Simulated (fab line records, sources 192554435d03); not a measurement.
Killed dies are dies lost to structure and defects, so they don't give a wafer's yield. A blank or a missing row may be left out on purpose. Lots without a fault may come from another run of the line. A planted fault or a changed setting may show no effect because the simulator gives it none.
A struck lot beside a sound one | flow n5_finfet | 37 steps out of a route of 1938
Sound: wafers L436.1, L436.2, L436.6. Struck: wafers L434.1, L434.3. The cause comes at the end.
At each step with rows: each side's tool, then ch and its chambers, then its first start. Under that, the readings that differ: sound wafers | struck wafers | difference of the means | sigmas: that difference in standard deviations of wafers without a fault.
alike: readings whose means differ by less than 2 such deviations, and words and numbers that are the same on both sides. not compared: withheld readings, readings that some wafer has no value for, bounds like >300 that may hide the same value, and numbers for which the record gives no deviation and whose values overlap.
The two part at a step that has a row with sigmas, a row that says differs or no value, or rows on one side only. Numbers that don't overlap but have no deviation are shown without sigmas and don't part them. A reading that every wafer of one side lacks parts them only if that side has two wafers or more.

first, 9 steps without rows for these wafers: N5_BEOL_M10_PEB_26 (peb time 60 s); N5_BEOL_M10_DEVELOP_27 (develop time 30 s); N5_BEOL_M10_DESCUM_33 (chemistry O2, time 7.9 s); N5_BEOL_M10_ETCH_65 (etches SiARC in CF4, target depth 39 nm, time 65 s); N5_BEOL_M10_ETCH_66 (etches SOC in N2/H2, target depth 120 nm, overetch 24 nm, time 180 s); N5_BEOL_M10_STRIP_69 (strips in N2/H2); N5_BEOL_M10_VIA_ETCH_34 (etches SiCOH lowk in C4F6/O2, target depth 184.5 nm, time 69.2 s); N5_BEOL_M10_STRIP_73 (strips in C4F6/O2); N5_BEOL_M10_STRIP_36 (strips in N2/H2).
N5_BEOL_M10_TRENCH_ETCH_37: etches SiCOH lowk in C4F6/O2, target depth 148.83 nm, time 48 s.
  sound on rie_diel-02 ch 0,2,3, day 14 11:53; struck on rie_diel-05 ch 2,3, day 13 17:32
  reading                                     | sound           | struck      | difference | sigmas
  model.BEOL_M10.feature_depth_nm (nm)        | 145.4 148 148.4 | 119.4 122.8 | -26.2      |
  model.etch.depth_nm (nm)                    | 145.4 148 148.5 | 119.4 122.7 | -26.2      |
  model.TiN_of_BEOL_M10_HM_DEP_02.thk_nm (nm) | 16 15.8 15.8    | 16.8 16.8   | +0.9       |
  alike: bias_w, drypump_motor_current_A, oes_product_au, rf_vpp_V, showerhead_plenum_p_Torr, throttle_valve_pct
  not compared: rf_hours_counter_h
then, 2 steps without rows for these wafers: N5_BEOL_M10_ETCH_41 (etches SiCN in CH3F/O2, target depth 42.6 nm, time 86 s); N5_BEOL_M10_STRIP_77 (strips in N2/H2, time 10 s).
N5_BEOL_M10_OCD_MEAS_38:
  sound on ocd-02, day 14 12:04; struck on ocd-01, day 13 17:43
  reading              | sound             | struck      | difference | sigmas
  trench_depth_nm (nm) | 145.5 148.2 148.3 | 119.6 122.6 | -26.2      | -12
then, 13 steps without rows for these wafers: N5_BEOL_M10_HM_STRIP_39 (strips TiN in peroxide tin strip, target depth 25 nm, time 158 s); N5_BEOL_M10_SRD_40 (time 30 s); N5_BEOL_M10_PRECLEAN_42 (cleans in residue remover, time 60 s); N5_BEOL_M10_SRD_43 (time 30 s); N5_BEOL_M10_CURE_72 (cures SiCOH lowk, time 120 s); N5_BEOL_M10_DEGAS_44 (time 60 s); N5_BEOL_M10_PRE_CLEAN_45 (time 30 s); N5_BEOL_M10_ALD_74 (deposits TaN, target thk 2 nm, pulse time 2 s, purge time 3 s); N5_BEOL_M10_SURFACE_TREAT_76; N5_BEOL_M10_CVD_75 (deposits Co from CCTBA/H2, target thk 2 nm, time 138.9 s); N5_BEOL_M10_SPUTTER_48 (material Cu, target thk 12 nm, time 2 s); N5_BEOL_M10_ECD_50 (material Cu, target thk 318 nm); N5_BEOL_M10_ANNEAL_51 (time 90 s).
N5_BEOL_M10_CMP_52: polishes, stops on SiCOH lowk, t overpolish 7 s, target thk 140 nm.
  sound on cmp-03 ch 0,2, day 14 14:07; struck on cmp-02 ch 0,3, day 13 19:40
  reading                                 | sound           | struck      | difference | sigmas
  model.Cu_of_BEOL_M10_ECD_50.thk_nm (nm) | 138.4 141 141.2 | 108.6 113.2 | -29.3      |
  alike: motor_current_A
N5_BEOL_M10_THK_MEAS_53: measures by xrf.
  sound on film_metro-01, day 14 14:22; struck on film_metro-02, day 13 19:58
  reading      | sound             | struck      | difference | sigmas
  M10_THK (nm) | 136.3 138.1 138.3 | 106.0 110.7 | -29.2      | -11
then, 2 steps without rows for these wafers: N5_BEOL_M10_PRE_CLEAN_55 (time 15 s); N5_BEOL_M10_DEP_56 (deposits SiCN from 3MS/NH3, target thk 15 nm, time 26.5 s).
N5_BEOL_M10_RS_MEAS_57: measures by four-point-probe.
  sound on film_metro-02, day 14 14:31; struck on film_metro-02, day 13 20:06
  reading         | sound                | struck        | difference | sigmas
  M10_RS (ohm/sq) | 0.1532 0.1501 0.1497 | 0.2007 0.1910 | +0.0449    | +15
then, 5 steps without rows for these wafers: N5_BEOL_M11_ILD_DEP_00 (deposits SiCOH lowk from DEMS/porogen, target thk 308.51 nm, time 58 s); N5_BEOL_M11_CURE_71 (cures SiCOH lowk, time 240 s); N5_BEOL_M11_PECVD_70 (deposits SiO2 from TEOS/O2, target thk 20 nm, time 22.7 s); N5_BEOL_M11_HM_DEP_02 (deposits TiN, target thk 20 nm); N5_BEOL_M11_COAT_59 (time 60 s, resist thk 100 nm).
N5_BEOL_M15_RC_MEAS_101:
  sound on prober-02 ch 0, day 15 23:32; struck on prober-02 ch 0, day 15 06:31
  reading                    | sound          | struck    | difference | sigmas
  SERP_M10 (ohm/um)          | 3.10 3.05 3.07 | 4.14 3.92 | +0.96      | +14
  SERP_M10_max_site (ohm/um) | 3.18 3.16 3.10 | 4.22 3.99 | +0.96      | +13
  SERP_M5 (ohm/um)           | 39.8 40.8 42.3 | 38.1 37.1 | -3.4       | -2
  SERP_M9 (ohm/um)           | 3.10 3.09 3.11 | 2.97 2.97 | -0.13      | -2
  alike: COMB_M11, COMB_M12, COMB_M13, COMB_M14, COMB_M15, COMB_M5, COMB_M6, COMB_M7, COMB_M8, COMB_M9, COMB_M9_max_site, SERP_M11, SERP_M12, SERP_M13, SERP_M14, SERP_M6, SERP_M7, SERP_M8, SERP_M8_max_site

WHERE THEY PART
First at N5_BEOL_M10_OCD_MEAS_38; last, within this record, at N5_BEOL_M15_RC_MEAS_101.

WHY: what the simulator had put in
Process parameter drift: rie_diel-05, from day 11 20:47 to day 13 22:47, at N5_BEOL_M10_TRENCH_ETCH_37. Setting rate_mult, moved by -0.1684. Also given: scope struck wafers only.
